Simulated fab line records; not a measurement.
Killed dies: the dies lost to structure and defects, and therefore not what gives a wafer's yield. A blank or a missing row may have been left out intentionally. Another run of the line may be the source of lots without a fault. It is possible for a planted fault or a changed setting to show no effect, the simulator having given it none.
Which tool did it? ; flow n5Finfet ; 27 wafers from 9 lots sampled at 4 of the route's 1938 steps

== WHAT EACH GAUGE READ, for each wafer ==
N5_BEOL_M1_CD_MEAS_11: the cd target is 17.05 nm.
lot;measured;on;cdNm (nm)
L851;day 6 03:05;cdSem-02;16.94 16.85 17.33
L853;day 6 11:36;cdSem-03;16.85 17.57 17.13
L854;day 6 19:50;cdSem-03;16.83 17.26 17.32
L863;day 9 05:28;cdSem-03;16.96 16.88 17.05
L864;day 9 09:47;cdSem-03;17.01 16.80 16.83
L867;day 10 00:59;cdSem-03;17.14 16.78 17.14
L868;day 10 13:17;cdSem-03;17.18 17.09 16.70
L873;day 11 16:10;cdSem-01;16.83 16.95 17.09
L874;day 11 19:04;cdSem-03;16.81 16.97 17.06

== EACH LOT AND THE TOOL THAT RAN IT (in order: tool; ch and the chambers of the sampled wafers; start) ==
lot;N5_BEOL_M0_ALD_136;N5_BEOL_M0_PRE_CLEAN_131;N5_BEOL_M1_ILD_DEP_00
L851;aldMetal-01 ch 1,2, day 5 23:07;cvdCo-01 ch 1,2, day 6 00:53;pecvd-01 ch 0,1,2, day 6 01:10
L853;aldMetal-03 ch 0,2,3, day 6 08:01;cvdCo-02 ch 0,2, day 6 10:17;pecvd-01 ch 1,2, day 6 10:38
L854;aldMetal-04 ch 0,2, day 6 16:08;cvdCo-01 ch 0,1, day 6 18:14;pecvd-01 ch 0,1, day 6 18:31
L863;aldMetal-04 ch 1,2, day 8 22:40;cvdCo-01 ch 0,1,2, day 9 02:04;pecvd-03 ch 0,2, day 9 02:22
L864;aldMetal-03 ch 0,2,3, day 9 06:11;cvdCo-02 ch 0,1,2, day 9 08:07;pecvd-01 ch 0,1,2, day 9 08:24
L867;aldMetal-01 ch 0,1,3, day 9 20:25;cvdCo-01 ch 0,1,2, day 9 22:05;pecvd-01 ch 1,2, day 9 22:24
L868;aldMetal-04 ch 1,3, day 10 09:57;cvdCo-01 ch 0,1, day 10 12:11;pecvd-03 ch 0,1, day 10 12:28
L873;aldMetal-04 ch 0,1,3, day 11 13:25;cvdCo-01 ch 0,1,2, day 11 15:06;pecvd-04 ch 0,1,2, day 11 15:23
L874;aldMetal-04 ch 2,3, day 11 14:49;cvdCo-01 ch 0,2, day 11 16:50;pecvd-03 ch 0,2, day 11 17:07
- N5_BEOL_M0_ALD_136: deposits TaN, pulse time 2 s, purge time 3 s, co reactant purge time 2 s.
- N5_BEOL_M0_PRE_CLEAN_131: time 15 s.
- N5_BEOL_M1_ILD_DEP_00: deposits SiOC from DEMS/O2, target thk 79 nm, time 15.3 s.

== THE ANSWER, worked out from the rows above alone ==
Rule: usual is defined by the lots themselves. The widest of any qualifying gaps counts: lots, ordered by their means at a reading, are off when they make up no more than a third of the lots, leave a main group of 4 or more, and stand apart from it by 3 or more times the standard deviation of that group's means. A main group is skipped when, at the precision printed for the reading in the tables above, its means are all equal. Also off: a lot with no number at a reading for which 4 or more lots have one. Where the step has rows for the other lots, those lots are counted as sound.
Nothing can be told from this: no lot is off at any reading shown.

== WHAT THE SIMULATOR HAD PUT IN ==
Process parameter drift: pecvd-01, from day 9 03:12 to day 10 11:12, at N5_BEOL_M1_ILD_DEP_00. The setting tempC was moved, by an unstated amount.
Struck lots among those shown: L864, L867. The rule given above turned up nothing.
